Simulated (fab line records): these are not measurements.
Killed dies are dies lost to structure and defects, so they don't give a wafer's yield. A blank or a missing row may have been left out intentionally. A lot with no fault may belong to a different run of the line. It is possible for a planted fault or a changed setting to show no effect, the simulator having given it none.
Which tool was responsible? ; flow n5-finfet ; 9 lots with 27 wafers sampled at 5 steps, on a route of 1938 steps

## WHAT THE GAUGES SHOWED, per wafer
N5_BEOL_M3_CD_MEAS_28: target cd 25.7 nm, target cd y 23.3 nm. Usual: 25.66 nm for cd-nm, sd 0.27.
lot;measured;on;cd-nm (nm);flag
L946;day 6 21:17;cd-sem-03;25.28 25.80 25.39;
L947;day 7 11:58;cd-sem-02;25.73 25.89 25.89;
L948;day 8 04:35;cd-sem-03;25.64 25.50 25.56;
L955;day 9 09:07;cd-sem-02;25.30 25.56 25.53;
L959;day 10 22:25;cd-sem-02;25.74 25.48 25.88;
L962;day 11 05:36;cd-sem-02;26.01 25.98 25.71;
L965;day 11 23:25;cd-sem-02;25.16 25.77 25.33;
L966;day 12 03:10;cd-sem-03;25.76 25.61 25.51;
L969;day 12 17:51;cd-sem-03;25.20 25.61 25.63;

N5_BEOL_M4_RC_MEAS_101. Usual: DIBL_N 35.8 mV/V, standard deviation 1.6; DIBL_P 36.0 mV/V, standard deviation 2.1; IOFF_N 0.153 nA/um, standard deviation 0.026; IOFF_P 0.21 nA/um, standard deviation 0.037; ION_N 673 uA/um, standard deviation 11; ION_P 462 uA/um, standard deviation 7.6; SS_N 71.4 mV/dec, standard deviation 0.53; SS_P 73.2 mV/dec, standard deviation 0.67; VT_N 250 mV, standard deviation 3.2; VT_P -250 mV, standard deviation 3.7.
lot;measured;on;DIBL_N (mV/V);DIBL_P (mV/V);IOFF_N (nA/um);IOFF_P (nA/um);ION_N (uA/um);ION_P (uA/um);SS_N (mV/dec);SS_P (mV/dec);VT_N (mV);VT_P (mV);flag
L946;day 8 01:25;prober-02;37.3 33.5 37.9;39.2 33.7 38.8;0.188 0.117 0.207;0.26 0.17 0.27;684 662 700;476 463 476;70.9 71.1 71.1;74.0 72.5 74.2;245 256 243;-248 -251 -245;
L947;day 8 09:25;prober-02;35.3 37.4 35.5;36.1 37.9 35.7;0.139 0.165 0.137;0.18 0.20 0.18;670 675 673;453 460 456;71.1 71.7 71.6;73.2 73.4 72.4;252 250 253;-255 -250 -252;
L948;day 8 23:57;prober-01;36.7 37.7 35.7;38.9 40.2 37.7;0.176 0.201 0.146;0.28 0.32 0.26;693 682 673;472 477 470;71.4 72.1 71.0;74.1 74.1 73.2;250 246 252;-243 -240 -244;
L955;day 10 08:57;prober-01;35.2 35.3 36.4;35.2 35.7 37.6;0.136 0.153 0.168;0.18 0.20 0.22;671 688 688;462 468 469;71.4 70.8 71.9;73.4 72.8 72.6;250 249 246;-252 -249 -248;
L959;day 11 11:49;prober-01;34.2 34.2 35.0;35.2 34.9 35.9;0.139 0.136 0.168;0.20 0.21 0.23;672 676 678;467 472 466;71.2 71.8 71.3;72.5 72.8 73.4;252 253 247;-251 -248 -249;
L962;day 12 05:17;prober-02;35.6 37.7 36.3;34.1 36.3 34.5;0.139 0.164 0.134;0.19 0.22 0.19;669 667 669;461 461 459;71.6 71.1 71.4;73.0 73.8 73.2;252 252 251;-252 -251 -249;
L965;day 13 01:37;prober-01;36.5 37.5 34.7;36.6 37.0 35.0;0.159 0.174 0.136;0.20 0.21 0.18;669 680 661;459 464 460;71.4 72.2 70.6;73.7 73.4 72.9;253 250 253;-251 -249 -254;
L966;day 12 21:25;prober-02;33.9 35.2 35.8;35.1 36.3 37.1;0.134 0.168 0.181;0.19 0.23 0.23;659 673 680;463 466 460;70.9 71.8 72.2;73.0 73.2 73.5;254 248 249;-250 -246 -246;
L969;day 13 18:08;prober-01;38.3 34.6 35.0;36.3 32.5 33.8;0.182 0.124 0.136;0.21 0.17 0.18;675 668 665;454 456 461;71.5 71.3 71.1;73.9 72.6 73.1;248 254 249;-251 -253 -253;

## WHICH TOOL RAN EACH LOT (tool, then ch and the chambers of the sampled wafers, then the start)
lot;N5_BEOL_M3_STRIP_66;N5_BEOL_M3_ETCH_77;N5_BEOL_M3_ETCHBACK_99
L946;rie-diel-02 ch 1,2,3, day 6 20:45;rie-diel-03 ch 0,2,3, day 6 21:26;rie-diel-04 ch 1,2,3, day 7 04:07
L947;rie-diel-02 ch 1,2, day 7 11:17;rie-diel-03 ch 0,1,2, day 7 12:07;rie-diel-04 ch 0,1, day 7 16:23
L948;rie-diel-02 ch 0,1,3, day 8 04:01;rie-diel-02 ch 0,1,2, day 8 04:45;rie-diel-04 ch 1,2,3, day 8 06:23
L955;rie-diel-02 ch 0,1,3, day 9 08:26;rie-diel-02 ch 0,2,3, day 9 09:16;rie-diel-02 ch 0,2,3, day 9 18:00
L959;rie-diel-04 ch 0,1,3, day 10 21:52;rie-diel-03 ch 1,3, day 10 22:35;rie-diel-04 ch 0,3, day 10 23:53
L962;rie-diel-04 ch 0,1,3, day 11 05:04;rie-diel-03 ch 1,3, day 11 05:46;rie-diel-03 ch 0,1, day 11 06:49
L965;rie-diel-03 ch 0,1,2, day 11 22:40;rie-diel-04 ch 0,1,3, day 11 23:35;rie-diel-02 ch 0,1, day 12 03:30
L966;rie-diel-04 ch 1,3, day 12 02:32;rie-diel-04 ch 1,3, day 12 03:19;rie-diel-04 ch 1,3, day 12 03:54
L969;rie-diel-04 ch 0,2,3, day 12 17:10;rie-diel-02 ch 0,2,3, day 12 18:01;rie-diel-03 ch 1,2, day 13 04:08
- N5_BEOL_M3_STRIP_66: strips in CF4.
- N5_BEOL_M3_ETCH_77: etches underlayer in N2/H2, target depth 6.5 nm, time 5.2 s.
- N5_BEOL_M3_ETCHBACK_99: etches SiO2 in CHF3, target depth 5 nm, time 10.4 s.

## AS READ BY THE TOOLS THEMSELVES (means over the sampled wafers that have a number; for cases with no such wafer, the mark the record gives instead)
N5_BEOL_M3_STRIP_66. Usual: drypump-motor-current-A 5.9 A, standard deviation 0.47; oes-product-au 0.72 a.u., standard deviation 0.052; rf-vpp-V 271.0 V, standard deviation 1.7; showerhead-plenum-p-Torr 1.79 Torr, standard deviation 0.062; throttle-valve-pct 13.69 %, standard deviation 0.17.
lot;tool;drypump-motor-current-A (A);oes-product-au (a.u.);rf-vpp-V (V);showerhead-plenum-p-Torr (Torr);throttle-valve-pct (%);flag
L946;rie-diel-02;6.3;0.72;270.8;1.79;13.63;
L947;rie-diel-02;6.1;0.74;271.3;1.78;13.56;
L948;rie-diel-02;6.0;0.74;271.3;1.82;13.63;
L955;rie-diel-02;6.0;0.84;271.5;1.82;13.45;
L959;rie-diel-04;6.1;0.70;271.4;1.80;13.78;
L962;rie-diel-04;6.1;0.70;270.4;1.80;13.79;
L965;rie-diel-03;5.9;0.78;271.4;1.82;13.53;
L966;rie-diel-04;6.0;0.70;271.9;1.85;13.70;
L969;rie-diel-04;5.9;0.69;270.5;1.78;13.79;

N5_BEOL_M3_ETCH_77. Usual: drypump-motor-current-A 5.9 A, standard deviation 0.52; etch-rf-on-time-s 5.20 s, standard deviation 0.11; oes-product-au 0.64 a.u., standard deviation 0.06; rf-vpp-V 523.6 V, standard deviation 2.8; showerhead-plenum-p-Torr 2.53 Torr, standard deviation 0.092; throttle-valve-pct 17.83 %, standard deviation 0.13.
lot;tool;drypump-motor-current-A (A);etch-rf-on-time-s (s);oes-product-au (a.u.);rf-vpp-V (V);showerhead-plenum-p-Torr (Torr);throttle-valve-pct (%);flag
L946;rie-diel-03;5.5;5.19;0.62;521.9;2.45;17.89;
L947;rie-diel-03;5.9;5.14;0.61;522.4;2.49;17.87;
L948;rie-diel-02;5.8;5.29;0.65;523.6;2.55;17.72;
L955;rie-diel-02;6.0;5.24;0.71;525.6;2.60;17.68;
L959;rie-diel-03;5.7;3.38;0.80;520.2;2.44;17.97;OFF
L962;rie-diel-03;5.7;3.44;0.78;520.9;2.44;17.98;OFF
L965;rie-diel-04;6.2;5.08;0.60;525.3;2.55;17.93;
L966;rie-diel-04;6.0;5.09;0.61;524.7;2.63;17.89;
L969;rie-diel-02;5.9;5.23;0.68;526.1;2.59;17.73;

N5_BEOL_M3_ETCHBACK_99. Usual: drypump-motor-current-A 5.9 A, standard deviation 0.49; oes_f_703_au 0.76 a.u., standard deviation 0.071; oes-product-au 0.76 a.u., standard deviation 0.079; rf-vpp-V 241.4 V, standard deviation 2.9; showerhead-plenum-p-Torr 2.15 Torr, standard deviation 0.081; throttle-valve-pct 17.10 %, standard deviation 0.18.
lot;tool;drypump-motor-current-A (A);oes_f_703_au (a.u.);oes-product-au (a.u.);rf-vpp-V (V);showerhead-plenum-p-Torr (Torr);throttle-valve-pct (%);flag
L946;rie-diel-04;5.8;0.76;0.74;240.7;2.21;17.09;
L947;rie-diel-04;6.1;0.75;0.73;241.9;2.18;17.23;
L948;rie-diel-04;5.8;0.75;0.73;240.3;2.21;17.10;
L955;rie-diel-02;5.9;0.82;0.83;243.8;2.20;16.93;
L959;rie-diel-04;6.2;0.72;0.71;244.3;2.11;17.39;
L962;rie-diel-03;6.3;0.80;0.80;241.6;2.18;17.06;
L965;rie-diel-02;5.8;0.75;0.74;240.6;2.12;17.03;
L966;rie-diel-04;6.0;0.73;0.70;240.6;2.23;17.16;
L969;rie-diel-03;6.1;0.70;0.70;239.2;2.11;17.10;

## THE ANSWER, worked out from the rows above alone
Rule: a lot is off if the mean of its wafers that have a number lies more than 3 standard deviations from the usual mean. Also off: a lot with no number at a reading for which 4 or more lots have one. The other lots that the step has rows for count as sound. Order of review: gauges by route order, followed by the tools' own readings, for which a lot's mean as printed above is used. The first step at which some lot is off is used, and at that step the reading that is off furthest; a lot without a number counts as furthest.
Off, at N5_BEOL_M3_ETCH_77 on etch-rf-on-time-s: L959, L962.
If a tool, at that step or one of the process steps before it, ran each lot that is off and ran no sound lot following the first of them, it fits. One candidate fits, namely rie-diel-03 at N5_BEOL_M3_ETCH_77. A fault onset in the window from L947 (day 7 12:07, its last sound lot) to L959 (day 10 22:35, its first lot off) fits.
The tool's own readings at N5_BEOL_M3_ETCH_77 bear it out: on the lots that are off they differ by more than 5 times the standard deviation of the sound lots' means. etch-rf-on-time-s reads 3.41 s there against 5.18 s on the sound lots.

## WHAT WAS PUT IN BY THE SIMULATOR
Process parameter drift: rie-diel-03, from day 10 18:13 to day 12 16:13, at N5_BEOL_M3_ETCH_77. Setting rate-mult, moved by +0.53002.
Lots struck among those shown: L959, L962. The rule given above showed the same thing.
